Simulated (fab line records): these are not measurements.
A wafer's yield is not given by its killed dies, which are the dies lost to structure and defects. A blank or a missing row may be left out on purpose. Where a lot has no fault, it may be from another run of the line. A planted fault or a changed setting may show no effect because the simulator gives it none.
What tool caused it? / flow n5 finfet / 36 wafers from 12 lots sampled at 2 of the route's 1938 steps

== WHAT THE GAUGES READ, wafer by wafer ==
N5_BEOL_M5_OVL_MEAS_29.
lot=L075; measured=day 9 03:29; on=overlay-01; V4_OVL (nm)=-0.1 0.8 2.0
lot=L079; measured=day 9 22:04; on=overlay-02; V4_OVL (nm)=-0.7 -1.5 -0.4
lot=L078; measured=day 10 02:08; on=overlay-01; V4_OVL (nm)=0.1 0.5 0.3
lot=L082; measured=day 11 04:44; on=overlay-01; V4_OVL (nm)=-0.5 0.2 0.2
lot=L084; measured=day 11 12:21; on=overlay-01; V4_OVL (nm)=0.2 -0.5 0.2
lot=L085; measured=day 12 09:44; on=overlay-02; V4_OVL (nm)=0.7 0.3 0.4
lot=L088; measured=day 12 12:38; on=overlay-01; V4_OVL (nm)=0.5 0.3 -0.3
lot=L090; measured=day 12 22:42; on=overlay-01; V4_OVL (nm)=0.3 0.4 0.2
lot=L092; measured=day 13 19:00; on=overlay-02; V4_OVL (nm)=0.1 -0.2 -1.0
lot=L093; measured=day 13 21:17; on=overlay-01; V4_OVL (nm)=-1.8 -1.6 -1.3
lot=L095; measured=day 14 07:08; on=overlay-01; V4_OVL (nm)=-0.9 -0.5 -1.1
lot=L097; measured=day 15 07:02; on=overlay-01; V4_OVL (nm)=-0.7 -1.2 -0.8

== WHICH TOOL RAN EACH LOT (tool, then ch and the chambers of the sampled wafers, then the start) ==
lot=L075; N5_BEOL_M5_STRIP_19=rie diel-06 ch 0,1,3, day 8 21:31
lot=L079; N5_BEOL_M5_STRIP_19=rie diel-01 ch 1,2,3, day 9 19:23
lot=L078; N5_BEOL_M5_STRIP_19=rie diel-06 ch 0,3, day 10 00:25
lot=L082; N5_BEOL_M5_STRIP_19=rie diel-06 ch 2,3, day 11 03:07
lot=L084; N5_BEOL_M5_STRIP_19=rie diel-01 ch 0,1,3, day 11 11:43
lot=L085; N5_BEOL_M5_STRIP_19=rie diel-06 ch 0,1,3, day 12 07:03
lot=L088; N5_BEOL_M5_STRIP_19=rie diel-03 ch 1,2, day 12 11:21
lot=L090; N5_BEOL_M5_STRIP_19=rie diel-06 ch 2,3, day 12 17:46
lot=L092; N5_BEOL_M5_STRIP_19=rie diel-03 ch 2,3, day 13 17:34
lot=L093; N5_BEOL_M5_STRIP_19=rie diel-06 ch 0,1, day 13 20:50
lot=L095; N5_BEOL_M5_STRIP_19=rie diel-01 ch 1,3, day 14 06:35
lot=L097; N5_BEOL_M5_STRIP_19=rie diel-03 ch 1,2,3, day 15 03:47
- N5_BEOL_M5_STRIP_19: strips in O2.

== THE ANSWER, worked out from the rows above alone ==
Rule: what is usual is taken from the lots themselves. Put in order of their means at a reading, lots are off if they are a third of the lots or fewer, leave a main group of 4 or more, and stand apart from it by a gap of 3 or more times the standard deviation of the main group's means; of several such gaps the widest counts. The tables above print the reading to a certain number of digits; a main group whose means all agree to those digits is not used. Also off: a lot with no number at a reading for which 4 or more lots have one. The other lots that the step has rows for count as sound.
Across all readings shown, no lot is off: no conclusion can be drawn from this.

== WHAT WAS PUT IN BY THE SIMULATOR ==
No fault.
